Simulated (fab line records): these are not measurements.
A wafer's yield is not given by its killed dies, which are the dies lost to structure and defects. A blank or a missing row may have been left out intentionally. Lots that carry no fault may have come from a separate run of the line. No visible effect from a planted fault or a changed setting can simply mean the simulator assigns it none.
Matching of chambers || flow n5-finfet || 3 sister chambers for N5_BEOL_M5_CURE_80 on uv-cure-03
The step cures SiCOH lowk, time 120 s. 3 wafers are shown with their chamber, then 8 later ones without.

== WAFERS WITH THEIR CHAMBER ==
{"wafer": "L088.5", "chamber": 0, "wafer_temp_C_max": 370.7}
{"wafer": "L091.6", "chamber": 1, "wafer_temp_C_max": 371.7}
{"wafer": "L090.1", "chamber": 2, "wafer_temp_C_max": 371.9}

== WAFERS WITHOUT THEIR CHAMBER ==
{"wafer": "L090.3", "wafer_temp_C_max": 372.7}
{"wafer": "L090.5", "wafer_temp_C_max": 372.2}
{"wafer": "L090.2", "wafer_temp_C_max": 373.2}
{"wafer": "L090.4", "wafer_temp_C_max": 372.5}
{"wafer": "L090.6", "wafer_temp_C_max": 372.7}
{"wafer": "L095.2", "wafer_temp_C_max": 372.8}
{"wafer": "L095.4", "wafer_temp_C_max": 372.6}
{"wafer": "L095.6", "wafer_temp_C_max": 372.6}

== WHICH CHAMBER EACH WENT THROUGH ==
{"wafer": "L090.3", "from the rows above": "can't be placed: 2 or 1 or 0", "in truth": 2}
{"wafer": "L090.5", "from the rows above": "can't be placed: 2 or 1 or 0", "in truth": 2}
{"wafer": "L090.2", "from the rows above": "can't be placed: 2 or 1 or 0", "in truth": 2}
{"wafer": "L090.4", "from the rows above": "can't be placed: 2 or 1 or 0", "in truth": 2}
{"wafer": "L090.6", "from the rows above": "can't be placed: 2 or 1 or 0", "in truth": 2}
{"wafer": "L095.2", "from the rows above": "can't be placed: 2 or 1 or 0", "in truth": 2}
{"wafer": "L095.4", "from the rows above": "can't be placed: 2 or 1 or 0", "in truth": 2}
{"wafer": "L095.6", "from the rows above": "can't be placed: 2 or 1 or 0", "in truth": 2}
Placed correctly: 0 of 8. These rows do not allow placing 8 (true chamber among the candidates in 8). Placed wrongly: 0.
How it was worked out, from the rows above alone: a wafer's distance from a chamber is the root of the sum, over the readings, of the square of ((its reading less the chamber's mean) divided by the reading's scatter). If the next closest chamber is less than 2 further off than the closest, the wafer can't be placed; otherwise it belongs to the closest. A chamber's mean is the mean of its shown wafers. The scatter (one wafer shown for each chamber): square how far every hidden wafer sits from the nearest shown wafer, average those squares and take the square root.
